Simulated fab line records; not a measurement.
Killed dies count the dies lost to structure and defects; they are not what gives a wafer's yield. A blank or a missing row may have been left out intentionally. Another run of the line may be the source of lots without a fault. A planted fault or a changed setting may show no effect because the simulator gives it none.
The tool behind it: which one? :: flow n5_finfet :: 10 lots with 30 wafers sampled at 4 steps, on a route of 1938 steps

== WHAT EACH GAUGE READ, for each wafer ==
N5_BEOL_M14_INSPECT_30: inspects for defects (macro).
lot: L146
measured: day 13 07:26
on: defect_inspect-02
raw_defect_count: 1 0 0

lot: L147
measured: day 13 23:05
on: defect_inspect-01
raw_defect_count: 2 3 2

lot: L149
measured: day 13 23:42
on: defect_inspect-01
raw_defect_count: 2 1 2

lot: L150
measured: day 14 03:58
on: defect_inspect-02
raw_defect_count: 2 3 0

lot: L153
measured: day 15 04:04
on: defect_inspect-01
raw_defect_count: 2 2 0

lot: L158
measured: day 16 23:00
on: defect_inspect-01
raw_defect_count: 0 1 2

lot: L164
measured: day 17 03:16
on: defect_inspect-01
raw_defect_count: 3 2 6

lot: L163
measured: day 17 19:01
on: defect_inspect-02
raw_defect_count: 3 2 2

lot: L165
measured: day 19 02:16
on: defect_inspect-01
raw_defect_count: 1 3 2

lot: L166
measured: day 19 02:22
on: defect_inspect-02
raw_defect_count: 2 0 0

N5_BEOL_M15_OVL_MEAS_11.
lot: L146
measured: day 13 11:03
on: overlay-02
V14_OVL (nm): 2 0 3

lot: L147
measured: day 14 04:02
on: overlay-02
V14_OVL (nm): 3 2 -10

lot: L149
measured: day 14 04:04
on: overlay-02
V14_OVL (nm): 0 6 4

lot: L150
measured: day 14 08:37
on: overlay-01
V14_OVL (nm): 11 10 9

lot: L153
measured: day 15 08:22
on: overlay-02
V14_OVL (nm): 1 -3 -3

lot: L158
measured: day 17 05:02
on: overlay-01
V14_OVL (nm): 41 44 43

lot: L164
measured: day 17 08:00
on: overlay-01
V14_OVL (nm): -2 -3 1

lot: L163
measured: day 18 02:19
on: overlay-01
V14_OVL (nm): 40 31 41

lot: L165
measured: day 19 07:34
on: overlay-01
V14_OVL (nm): -1 4 8

lot: L166
measured: day 19 08:41
on: overlay-01
V14_OVL (nm): -3 -9 -2

== WHICH TOOL RAN EACH LOT (tool, then ch and the chambers of the sampled wafers, then the start) ==
lot: L146
N5_BEOL_M14_STRIP_37: rie_diel-06 ch 1,3, day 13 08:32
N5_BEOL_M15_EXPOSE_07: krf_scanner-02 ch 0, day 13 10:52

lot: L147
N5_BEOL_M14_STRIP_37: rie_diel-03 ch 2,3, day 14 01:17
N5_BEOL_M15_EXPOSE_07: krf_scanner-01 ch 0, day 14 03:50

lot: L149
N5_BEOL_M14_STRIP_37: rie_diel-03 ch 0,1,3, day 14 01:28
N5_BEOL_M15_EXPOSE_07: krf_scanner-01 ch 0, day 14 03:52

lot: L150
N5_BEOL_M14_STRIP_37: rie_diel-06 ch 0,2,3, day 14 05:22
N5_BEOL_M15_EXPOSE_07: krf_scanner-01 ch 0, day 14 08:25

lot: L153
N5_BEOL_M14_STRIP_37: rie_diel-06 ch 0,2, day 15 05:19
N5_BEOL_M15_EXPOSE_07: krf_scanner-01 ch 0, day 15 08:10

lot: L158
N5_BEOL_M14_STRIP_37: rie_diel-02 ch 0,2,3, day 17 00:45
N5_BEOL_M15_EXPOSE_07: krf_scanner-01 ch 0, day 17 04:50

lot: L164
N5_BEOL_M14_STRIP_37: rie_diel-03 ch 0,1,3, day 17 04:59
N5_BEOL_M15_EXPOSE_07: krf_scanner-02 ch 0, day 17 07:48

lot: L163
N5_BEOL_M14_STRIP_37: rie_diel-06 ch 2,3, day 17 23:46
N5_BEOL_M15_EXPOSE_07: krf_scanner-01 ch 0, day 18 02:07

lot: L165
N5_BEOL_M14_STRIP_37: rie_diel-02 ch 1,2,3, day 19 04:47
N5_BEOL_M15_EXPOSE_07: krf_scanner-02 ch 0, day 19 07:22

lot: L166
N5_BEOL_M14_STRIP_37: rie_diel-02 ch 0,1,2, day 19 05:26
N5_BEOL_M15_EXPOSE_07: krf_scanner-02 ch 0, day 19 08:29
- N5_BEOL_M14_STRIP_37: strips in O2.
- N5_BEOL_M15_EXPOSE_07: exposes mask V14.

== WHAT THE TOOLS THEMSELVES READ (means of the sampled wafers that have a number; where no wafer has one, the mark that the record gives instead) ==
N5_BEOL_M14_STRIP_37.
lot: L146
tool: rie_diel-06
drypump_motor_current_A (A): 5.7
oes_product_au (a.u.): 0.76
rf_vpp_V (V): 3.8
showerhead_plenum_p_Torr (Torr): 2.16
temp_c (C): 59.97
throttle_valve_pct (%): 16.7

lot: L147
tool: rie_diel-03
drypump_motor_current_A (A): 5.9
oes_product_au (a.u.): 0.86
rf_vpp_V (V): 3.7
showerhead_plenum_p_Torr (Torr): 2.15
temp_c (C): 60.01
throttle_valve_pct (%): 16.4

lot: L149
tool: rie_diel-03
drypump_motor_current_A (A): 5.6
oes_product_au (a.u.): 0.84
rf_vpp_V (V): 4.9
showerhead_plenum_p_Torr (Torr): 2.15
temp_c (C): 59.89
throttle_valve_pct (%): 16.7

lot: L150
tool: rie_diel-06
drypump_motor_current_A (A): 6.3
oes_product_au (a.u.): 0.87
rf_vpp_V (V): 3.9
showerhead_plenum_p_Torr (Torr): 2.15
temp_c (C): 59.95
throttle_valve_pct (%): 16.5

lot: L153
tool: rie_diel-06
drypump_motor_current_A (A): 6.1
oes_product_au (a.u.): 0.86
rf_vpp_V (V): 4.3
showerhead_plenum_p_Torr (Torr): 2.15
temp_c (C): 60.12
throttle_valve_pct (%): 16.6

lot: L158
tool: rie_diel-02
drypump_motor_current_A (A): 5.9
oes_product_au (a.u.): 0.89
rf_vpp_V (V): 4.1
showerhead_plenum_p_Torr (Torr): 2.16
temp_c (C): 60.05
throttle_valve_pct (%): 16.2

lot: L164
tool: rie_diel-03
drypump_motor_current_A (A): 5.6
oes_product_au (a.u.): 0.81
rf_vpp_V (V): 4.3
showerhead_plenum_p_Torr (Torr): 2.14
temp_c (C): 60.01
throttle_valve_pct (%): 16.7

lot: L163
tool: rie_diel-06
drypump_motor_current_A (A): 6.4
oes_product_au (a.u.): 0.87
rf_vpp_V (V): 3.2
showerhead_plenum_p_Torr (Torr): 2.14
temp_c (C): 59.91
throttle_valve_pct (%): 16.5

lot: L165
tool: rie_diel-02
drypump_motor_current_A (A): 5.6
oes_product_au (a.u.): 0.85
rf_vpp_V (V): 3.3
showerhead_plenum_p_Torr (Torr): 2.11
temp_c (C): 59.96
throttle_valve_pct (%): 16.5

lot: L166
tool: rie_diel-02
drypump_motor_current_A (A): 5.6
oes_product_au (a.u.): 0.83
rf_vpp_V (V): 4.0
showerhead_plenum_p_Torr (Torr): 2.10
temp_c (C): 60.01
throttle_valve_pct (%): 16.5

== THE ANSWER, worked out from the rows above alone ==
Rule: the lots themselves supply what counts as usual. Put in order of their means at a reading, lots are off if they are a third of the lots or fewer, leave a main group of 4 or more, and stand apart from it by a gap of 3 or more times the standard deviation of the main group's means; of several such gaps the widest counts. Not used: any main group whose means are identical at the precision the tables above print for the reading. A lot without any number at a reading at which 4 lots or more have one is off too. Where the step has rows for the other lots, those lots are counted as sound. Order of review: gauges by route order, followed by the tools' own readings, for which a lot's mean as printed above is used. At the first step where some lot is off, the reading lying furthest off is the one used; lots without a number count as furthest.
Off: L158, L163, at N5_BEOL_M15_OVL_MEAS_11 (V14_OVL). Mean 1 nm and standard deviation 4.3 in the main group.
If a tool, at a process step before that reading, ran all the lots that are off and no sound lot after the first of them, it fits. Those tools and the gauges at N5_BEOL_M15_OVL_MEAS_11 are tried in the same way. One candidate fits, namely krf_scanner-01 at N5_BEOL_M15_EXPOSE_07. A fault onset in the window from L153 (day 15 08:10, its last sound lot) to L158 (day 17 04:50, its first lot off) fits.

== WHAT THE SIMULATOR HAD INSERTED ==
Scanner matching overlay: krf_scanner-01, from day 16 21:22 on, at N5_BEOL_M15_EXPOSE_07. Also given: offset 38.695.
Shown lots that were struck: L158, L163. This agrees with what the rule above found.
